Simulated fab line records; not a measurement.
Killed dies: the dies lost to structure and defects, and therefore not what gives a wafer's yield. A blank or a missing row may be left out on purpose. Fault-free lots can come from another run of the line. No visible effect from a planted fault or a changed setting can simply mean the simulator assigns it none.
A lot that was struck, set against a sound lot + flow n5 finfet + 16 out of 1938 route steps
Sound: wafers L402.4, L402.5, L402.6. Struck: wafer L408.1. (L408.4, L408.6 of the same lot were not struck and are left out.) The cause comes at the end.
At each step with rows: each side's tool, then ch and its chambers, then its first start. Under that, the readings that differ: sound wafers + struck wafers + difference of the means + sigmas: that difference in standard deviations of wafers without a fault.
alike: same words and numbers on both sides, and readings whose means sit less than 2 such deviations apart. not compared: any withheld reading, any reading some wafer has no value for, any bound like >300 that may hide the same value, and any number with overlapping values for which the record gives no deviation.
A row with sigmas, a row that says differs or no value, or rows on one side alone: a step with any of these is where the two part. When numbers do not overlap yet have no deviation, they are printed without sigmas and do not part them. A reading that every wafer of one side lacks parts them only if that side has two wafers or more.

first, 7 steps without rows for these wafers: N5_BEOL_M1_COAT_73 (time 60 s, resist thk 5 nm); N5_BEOL_M1_COAT_05 (resist thk 30 nm); N5_BEOL_M1_EBR_07; N5_BEOL_M1_SOFTBAKE_06 (time 60 s); N5_BEOL_M1_EXPOSE_08 (exposes mask M1); N5_BEOL_M1_PEB_09 (peb time 60 s); N5_BEOL_M1_DEVELOP_10 (develop time 30 s).
N5_BEOL_M1_CD_MEAS_11: target cd 17.05 nm.
  sound on cd sem-02 ch 0, day 7 19:29; struck on cd sem-01 ch 0, day 9 00:52
  alike: cd nm
N5_BEOL_M1_OVL_MEAS_12:
  sound on overlay-01 ch 0, day 7 19:32; struck on overlay-01 ch 0, day 9 00:53
  alike: M1_OVL
N5_BEOL_M1_INSPECT_13: inspects for defects (brightfield).
  sound on defect inspect-02 at day 7 19:34; struck on defect inspect-02 at day 9 00:57
  alike: raw defect count
N5_BEOL_M1_DESCUM_16: chemistry O2, time 7 s.
  sound on rie diel-05 ch 0,1,2, day 7 19:37; struck on rie diel-05 ch 1, day 9 00:59
| reading                | sound | struck | difference                   | sigmas |
|------------------------|-------|--------|------------------------------|--------|
| rf hours counter h (h) | - - - | 46     | no value on the sound wafers |        |
  alike: drypump motor current A, oes product au, rf vpp V, showerhead plenum p Torr, temp c, throttle valve pct
N5_BEOL_M1_ETCH_74: etches underlayer in N2/H2, target depth 6.5 nm, time 5.2 s.
  sound on rie diel-05 ch 0,1,2, day 7 19:39; struck on rie diel-05 ch 1, day 9 01:01
| reading                | sound | struck | difference                   | sigmas |
|------------------------|-------|--------|------------------------------|--------|
| rf hours counter h (h) | - - - | 46     | no value on the sound wafers |        |
  alike: drypump motor current A, etch rf on time s, oes product au, rf vpp V, showerhead plenum p Torr, throttle valve pct
N5_BEOL_M1_ETCH_63: etches SiARC in CF4, target depth 15.6 nm, time 26 s.
  sound on rie diel-05 ch 0,1,2, day 7 19:40; struck on rie diel-05 ch 1, day 9 01:02
| reading                | sound          | struck | difference                   | sigmas |
|------------------------|----------------|--------|------------------------------|--------|
| etch rf on time s (s)  | 26.6 25.6 25.6 | 19.0   | -6.9                         | -11    |
| oes product au (a.u.)  | 0.62 0.64 0.75 | 0.88   | +0.21                        | +2     |
| rf hours counter h (h) | - - -          | 46     | no value on the sound wafers |        |
  alike: drypump motor current A, rf vpp V, showerhead plenum p Torr, throttle valve pct
N5_BEOL_M1_ETCH_64: etches SOC in N2/H2, target depth 75 nm, overetch 15 nm, time 112.5 s.
  sound on rie diel-05 ch 0,1,2, day 7 19:44; struck on rie diel-05 ch 1, day 9 01:04
| reading                | sound | struck | difference                   | sigmas |
|------------------------|-------|--------|------------------------------|--------|
| rf hours counter h (h) | - - - | 46     | no value on the sound wafers |        |
  alike: drypump motor current A, oes product au, rf vpp V, showerhead plenum p Torr, temp c, throttle valve pct
-- record jumps: 2 days separate the struck wafers' starts on either side; left off in module BEOL_M1, taken up again in module BEOL_M4, whose first shown step is the route's number 1111 --
N5_BEOL_M4_RC_MEAS_101:
  sound on prober-02 ch 0, day 9 15:10; struck on prober-01 ch 0, day 11 09:52
| reading       | sound          | struck | difference | sigmas |
|---------------|----------------|--------|------------|--------|
| DIBL_N (mV/V) | 38.4 37.1 35.9 | 33.5   | -3.6       | -2     |
| SS_N (mV/dec) | 73.7 72.7 71.3 | 70.4   | -2.2       | -3     |
  alike: DIBL_P, IOFF_N, IOFF_P, ION_N, ION_P, SS_P, VT_N, VT_P
-- a jump in the record: the struck wafers' starts before and after are 5 days apart (it breaks off in module BEOL_M4 and resumes in module PASSIVATION, where the first step shown is number 1936 of the route) --
N5_PASSIVATION_PROBE_49:
  sound on prober-01 at day 14 09:30; struck on prober-01 at day 16 07:07
| reading                 | sound       | struck | difference | sigmas |
|-------------------------|-------------|--------|------------|--------|
| sort_bin_5_function (%) | 6.6 6.4 4.5 | 8.1    | +2.3       | +2     |
  alike: defect limited yield, killed_at_M0_to_M3, killed_at_M4_up, killed at contacts, killed at front end, killed at other, killed dies, killed open, killed short, sort_bin_6_memory, sort n pass, sort yield pct

WHERE THEY PART
Last at N5_PASSIVATION_PROBE_49 as far as this record goes, first at N5_BEOL_M1_DESCUM_16.

WHY: what had been put in by the simulator
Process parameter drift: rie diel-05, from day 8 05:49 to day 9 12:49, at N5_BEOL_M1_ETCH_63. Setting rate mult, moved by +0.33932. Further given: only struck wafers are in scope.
